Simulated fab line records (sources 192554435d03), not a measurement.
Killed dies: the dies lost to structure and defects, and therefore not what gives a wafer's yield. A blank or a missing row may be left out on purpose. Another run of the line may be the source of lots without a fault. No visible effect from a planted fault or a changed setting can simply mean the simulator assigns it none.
fab line records ; flow n5Finfet
[record] lots = 13; wafers = 39; lastDay = 16
route steps=1938 shown HKMG_FIN@456 TV_LITHO@1884 PASSIVATION@1906
lots with no fault: from the same line, run without faults
startH: the number of hours between the record's first day and the start of the first shown wafer of the lot ; waitH: hours from the lot's prior step to this one ; " as in the row above ; L1.1+2: a single row standing in for several wafers ; - no value, or no start given ; * or withheld: withheld ; < > ~ a bound
route shown NAME@n: names a module that has steps shown in the file, with the first one's number in the route ; usual: mean and standard deviation over wafers with no fault ; same: alike in all rows ; chamber/n: place in a boat ; sites: each site's reading ; _std_site: the values' standard deviation ; _edge_site: inner sites' mean taken away from outer sites' mean ; radiusMm: how far each site lies from the wafer's centre ; mask NAME#n: copy n ; behind: the most recent tool/chamber to have shaped the wafer ; hold: the reason the lot was held/the length of the hold in hours/how it ended ; device: whichever transistor did not switch (one of n, p or np) ; end of line: the same wafers' tests at the end of the route ; a step given without rows: its recipe and nothing more ; killed: dies lost to structure and defects at the first sort, not the wafer's yield ; map: shows each die of a wafer: x if killed, . if not, _ if none is there
set.NAME: the setting that was run; set.NAME@STEP: the one run at that earlier step ; model.NAME: the simulator's own value behind a step, which no gauge read
the route's steps for a sample of lots (tables are steps, rows are wafers)
services: the hour from which a tool's chamber was out of use, counted from the record's first day as startH (under 0 if before that day), plus the number of hours and why
[[steps]]
[step N5_HKMG_FIN_ALD_21]
[recipe] material = TiN; targetThkA = 15; tempC = 400; aldPrecursorFamily = TiCl4; aldCoReactant = NH3; pulseTimeS = 1; purgeTimeS = 3; coReactantPurgeTimeS = 2; coReactantPulseTimeS = 2; aldCycles = 68; pressureTorr = 3
[usual] heaterPowerW = 866/84; precursorPulseHeightRel = 1.000/0.021
[same] coReactantPulseTimeS = 2
lot.wafer;tool;chamber;startH;waitH;heaterPowerW;precursorPulseHeightRel
L941.1;aldMetal-01;3;90.23;0.3;712;0.959
L941.3;aldMetal-01;2;90.23;0.3;756;1.013
L941.6;aldMetal-01;3;90.23;0.3;728;1.017
L943.2;aldMetal-03;1;98.56;0.3;920;0.992
L943.3;aldMetal-03;3;98.56;0.3;880;0.993
L943.5;aldMetal-03;3;98.56;0.3;868;1.011
L944.1;aldMetal-02;0;104.58;0.3;838;1.004
L944.2;aldMetal-02;2;104.58;0.3;820;0.978
L944.5;aldMetal-02;0;104.58;0.3;860;1.015
L945.2;aldMetal-01;0;111.30;0.3;954;0.986
L945.4;aldMetal-01;3;111.30;0.3;742;1.006
L945.6;aldMetal-01;0;111.30;0.3;946;0.999
L947.3;aldMetal-01;2;123.08;0.1;754;1.026
L947.5;aldMetal-01;0;123.08;0.1;946;1.064
L947.6;aldMetal-01;3;123.08;0.1;723;1.028
L948.1;aldMetal-01;2;128.35;0.3;761;0.994
L948.2;aldMetal-01;1;128.35;0.3;906;0.985
L948.5;aldMetal-01;3;128.35;0.3;742;1.040
L951.1;aldMetal-03;1;147.49;0.3;929;0.966
L951.2;aldMetal-03;0;147.49;0.3;947;1.017
L951.3;aldMetal-03;3;147.49;0.3;889;0.985
L952.1;aldMetal-02;1;151.27;0.3;888;0.977
L952.2;aldMetal-02;3;151.27;0.3;764;0.964
L952.4;aldMetal-02;2;151.27;0.3;796;0.987
L953.1;aldMetal-02;3;158.82;0.3;762;1.016
L953.5;aldMetal-02;1;158.82;0.3;876;0.980
L953.6;aldMetal-02;0;158.82;0.3;852;0.989
L954.2;aldMetal-03;1;163.89;0.3;920;0.979
L954.3;aldMetal-03;0;163.89;0.3;940;0.958
L954.5;aldMetal-03;0;163.89;0.3;956;0.990
L955.2;aldMetal-02;1;172.44;0.3;889;0.995
L955.5;aldMetal-02;1;172.44;0.3;885;1.015
L955.6;aldMetal-02;2;172.44;0.3;820;0.965
L956.1;aldMetal-01;2;175.08;0.3;746;1.020
L956.3;aldMetal-01;0;175.08;0.3;958;1.002
L956.4;aldMetal-01;1;175.08;0.3;906;0.997
L958.1;aldMetal-02;0;187.87;0.3;862;1.011
L958.2;aldMetal-02;2;187.87;0.3;834;0.989
L958.4;aldMetal-02;3;187.87;0.3;756;0.997
[step N5_PASSIVATION_OVL_MEAS_60]
[recipe] pointsPerWafer = 44
[usual] TV_OVL = -3/5
lot.wafer;tool;chamber;startH;waitH;TV_OVL[nm]
L941.1;overlay-02;0;257.55;0.0;-7
L941.3;overlay-02;0;257.55;0.0;-1
L941.6;overlay-02;0;257.55;0.0;-3
L943.2;overlay-01;0;282.21;0.0;-7
L943.3;overlay-01;0;282.21;0.0;-4
L943.5;overlay-01;0;282.21;0.0;2
L945.2;overlay-01;0;285.87;0.0;-1
L945.4;overlay-01;0;285.87;0.0;3
L945.6;overlay-01;0;285.87;0.0;5
L947.3;overlay-02;0;289.84;0.0;-3
L947.5;overlay-02;0;289.84;0.0;-5
L947.6;overlay-02;0;289.84;0.0;1
L948.1;overlay-02;0;297.93;0.0;-7
L948.2;overlay-02;0;297.93;0.0;-5
L948.5;overlay-02;0;297.93;0.0;-4
L944.1;overlay-02;0;300.98;0.0;1
L944.2;overlay-02;0;300.98;0.0;0
L944.5;overlay-02;0;300.98;0.0;-3
L951.1;overlay-02;0;320.69;0.0;-2
L951.2;overlay-02;0;320.69;0.0;-10
L951.3;overlay-02;0;320.69;0.0;-5
L952.1;overlay-01;0;336.36;0.0;-3
L952.2;overlay-01;0;336.36;0.0;-5
L952.4;overlay-01;0;336.36;0.0;-6
L954.2;overlay-01;0;337.03;0.0;-5
L954.3;overlay-01;0;337.03;0.0;-4
L954.5;overlay-01;0;337.03;0.0;-7
L953.1;overlay-01;0;340.26;0.0;-11
L953.5;overlay-01;0;340.26;0.0;4
L953.6;overlay-01;0;340.26;0.0;-6
L955.2;overlay-02;0;353.28;0.0;-4
L955.5;overlay-02;0;353.28;0.0;4
L955.6;overlay-02;0;353.28;0.0;-1
L958.1;overlay-01;0;366.79;0.0;-6
L958.2;overlay-01;0;366.79;0.0;-16
L958.4;overlay-01;0;366.79;0.0;-18
L956.1;overlay-01;0;368.02;0.0;0
L956.3;overlay-01;0;368.02;0.0;-10
L956.4;overlay-01;0;368.02;0.0;-5
[step N5_PASSIVATION_OVL_MEAS_63]
[recipe] pointsPerWafer = 44
[usual] PAD_OVL = -2/6
lot.wafer;tool;chamber;startH;waitH;PAD_OVL[nm]
L941.1;overlay-02;0;259.33;0.0;-4
L941.3;overlay-02;0;259.33;0.0;-4
L941.6;overlay-02;0;259.33;0.0;1
L943.2;overlay-02;0;283.83;0.0;-16
L943.3;overlay-02;0;283.83;0.0;-3
L943.5;overlay-02;0;283.83;0.0;0
L945.2;overlay-01;0;287.56;0.0;-3
L945.4;overlay-01;0;287.56;0.0;-8
L945.6;overlay-01;0;287.56;0.0;-10
L947.3;overlay-02;0;293.45;0.0;5
L947.5;overlay-02;0;293.45;0.0;6
L947.6;overlay-02;0;293.45;0.0;3
L948.1;overlay-02;0;301.42;0.0;-3
L948.2;overlay-02;0;301.42;0.0;-6
L948.5;overlay-02;0;301.42;0.0;-1
L944.1;overlay-02;0;302.56;0.0;-7
L944.2;overlay-02;0;302.56;0.0;-2
L944.5;overlay-02;0;302.56;0.0;-5
L951.1;overlay-01;0;322.70;0.0;5
L951.2;overlay-01;0;322.70;0.0;12
L951.3;overlay-01;0;322.70;0.0;11
L952.1;overlay-02;0;338.18;0.0;-2
L952.2;overlay-02;0;338.18;0.0;-6
L952.4;overlay-02;0;338.18;0.0;-7
L954.2;overlay-01;0;338.49;0.0;-2
L954.3;overlay-01;0;338.49;0.0;3
L954.5;overlay-01;0;338.49;0.0;-6
L953.1;overlay-02;0;342.45;0.0;-7
L953.5;overlay-02;0;342.45;0.0;-10
L953.6;overlay-02;0;342.45;0.0;-10
L955.2;overlay-02;0;355.52;0.0;15
L955.5;overlay-02;0;355.52;0.0;11
L955.6;overlay-02;0;355.52;0.0;5
L958.1;overlay-02;0;368.59;0.0;-3
L958.2;overlay-02;0;368.59;0.0;-2
L958.4;overlay-02;0;368.59;0.0;-3
L956.1;overlay-01;0;370.81;0.0;-6
L956.3;overlay-01;0;370.81;0.0;-3
L956.4;overlay-01;0;370.81;0.0;-13
[step N5_PASSIVATION_PROBE_49]
[usual] defectLimitedYield = 91.3/1.5; killed_at_M0_to_M3 = 34/11; killed_at_M4_up = 14/6.1; killedAtContacts = 12/5.9; killedAtFrontEnd = 39/11; killedAtOther = 4/3.3; killedDies = 102/18; killedOnRim = 13/3.8; killedOpen = 67/13; killedShort = 33/7.9; sort_bin_5_function = 5.1/1; sort_bin_6_memory = 3.3/0.7; sortNPass = 1077/19; sortYieldPct = 91.3/1.6
[same] grossDies = 1180; killedAtBackSide = 0; sort_bin_4_leakage[%] = 0; sort_bin_8_speed[%] = 0
lot.wafer;tool;chamber;startH;waitH;defectLimitedYield[%];killed_at_M0_to_M3;killed_at_M4_up;killedAtContacts;killedAtFrontEnd;killedAtOther;killedDies;killedOnRim;killedOpen;killedShort;sort_bin_5_function[%];sort_bin_6_memory[%];sortNPass;sortYieldPct[%]
L951.2;prober-01;-;328.12;0.1;87.9;51;14;17;40;21;143;23;94;48;7.0;4.7;1037;87.9
L955.2;prober-01;-;360.56;0.1;89.2;20;4;11;92;1;128;22;51;26;5.7;3.7;1052;89.2
L955.5;prober-01;-;360.71;0.2;88.5;30;5;13;86;2;136;30;66;16;7.3;2.8;1044;88.5
L955.6;prober-01;-;360.76;0.3;85.2;32;13;24;103;3;175;26;65;28;9.1;4.1;1005;85.2
L958.1;prober-02;-;373.43;0.0;88.3;32;14;8;81;3;138;28;57;30;6.9;3.8;1042;88.3
L958.2;prober-02;-;373.48;0.1;86.4;19;10;16;115;0;160;24;45;19;9.2;3.0;1020;86.4
L958.4;prober-02;-;373.58;0.2;84.5;34;11;5;131;2;183;17;58;29;10.1;4.4;997;84.5
// killed by level:class
L951.2 MOL_CONTACT_COAG:geometricParticle:open=14 BEOL_M0_SAQP:geometricParticle:short=11 STI_FIN_REVEAL:geometricParticle:open=9 BEOL_M1:geometricParticle:open=9 BEOL_M0_SAQP:geometricParticle:open=9 BEOL_M3:geometricParticle:open=7 FIN_SAQP:geometricParticle:open=5 STARTING-WAFER:geometricParticle:open=5
L955.2 HKMG_FIN:unspecified=49 DUMMY_GATE:geometricParticle:open=9 MOL_CONTACT_COAG:geometricParticle:open=9 STI_FIN_REVEAL:geometricParticle:open=7 GATE_CUT:geometricParticle:short=6 BEOL_M3:geometricParticle:open=6 GATE_CUT:geometricParticle:open=5 FIN_SAQP:geometricParticle:short=4
L955.5 HKMG_FIN:unspecified=49 BEOL_M3:geometricParticle:open=13 MOL_CONTACT_COAG:geometricParticle:open=11 DUMMY_GATE:geometricParticle:open=10 BEOL_M0_SAQP:geometricParticle:open=6 STI_FIN_REVEAL:geometricParticle:open=5 GATE_CUT:geometricParticle:short=5 FIN_SAQP:geometricParticle:open=4
L955.6 HKMG_FIN:unspecified=79 MOL_CONTACT_COAG:geometricParticle:open=20 BEOL_M3:geometricParticle:open=14 STI_FIN_REVEAL:geometricParticle:open=6 BEOL_M4:geometricParticle:open=5 DUMMY_GATE:geometricParticle:open=4 MOL_CONTACT_COAG:geometricParticle:short=4 BEOL_M4:geometricParticle:short=4
L958.1 HKMG_FIN:unspecified=50 BEOL_M0_SAQP:geometricParticle:short=11 FIN_SAQP:geometricParticle:short=8 MOL_CONTACT_COAG:geometricParticle:open=8 BEOL_M3:geometricParticle:open=8 FIN_SAQP:geometricParticle:open=7 BEOL_M0_SAQP:geometricParticle:open=7 STI_FIN_REVEAL:geometricParticle:open=6
L958.2 HKMG_FIN:unspecified=88 MOL_CONTACT_COAG:geometricParticle:open=11 FIN_SAQP:geometricParticle:open=6 BEOL_M4:geometricParticle:open=6 MOL_CONTACT_COAG:geometricParticle:short=5 BEOL_M0_SAQP:geometricParticle:short=5 HKMG_FIN:areaEtch=5 BEOL_M0_SAQP:geometricParticle:open=4
L958.4 HKMG_FIN:unspecified=94 FIN_SAQP:geometricParticle:open=17 BEOL_M0_SAQP:geometricParticle:open=9 FIN_SAQP:geometricParticle:short=8 BEOL_M3:geometricParticle:open=7 BEOL_M4:geometricParticle:open=6 MOL_CONTACT_COAG:geometricParticle:open=5 BEOL_M0_SAQP:geometricParticle:short=5
[[services]]
tool;chamber;startH;hours;kind
aldMetal-02;0;83.91;9.8;repair
aldMetal-02;1;93.60;30.1;repair
aldMetal-02;3;97.60;3.6;repair
aldMetal-02;-;97.67;1.4;repair
aldMetal-02;-;107.38;0.4;repair
aldMetal-03;0;149.94;1.9;repair
[[key]]
[firstSign] step = N5_PASSIVATION_PROBE_49; reading = killedAtFrontEnd; direction = up; sigmas = 5.9; usual = 39; struck = 101
[effect] step = N5_PASSIVATION_PROBE_49; reading = killedDies; direction = up; sigmas = 2.9; usual = 102; struck = 153
[moreKillsBornAt] N5_HKMG_FIN_ALD_21@aldMetal-02 = 409
metAt N5_HKMG_FIN_ALD_21
struckLots L955,L958
notActingAt N5_PASSIVATION_OVL_MEAS_60,N5_PASSIVATION_OVL_MEAS_63
onsetBetween 158.82 172.44
[fault] kind = chamberParticleSource; tool = aldMetal-02; chamber = -; onsetH = 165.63; steps = N5_HKMG_FIN_ALD_21; ratePerVisitCm2 = 0.50965; endH = 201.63
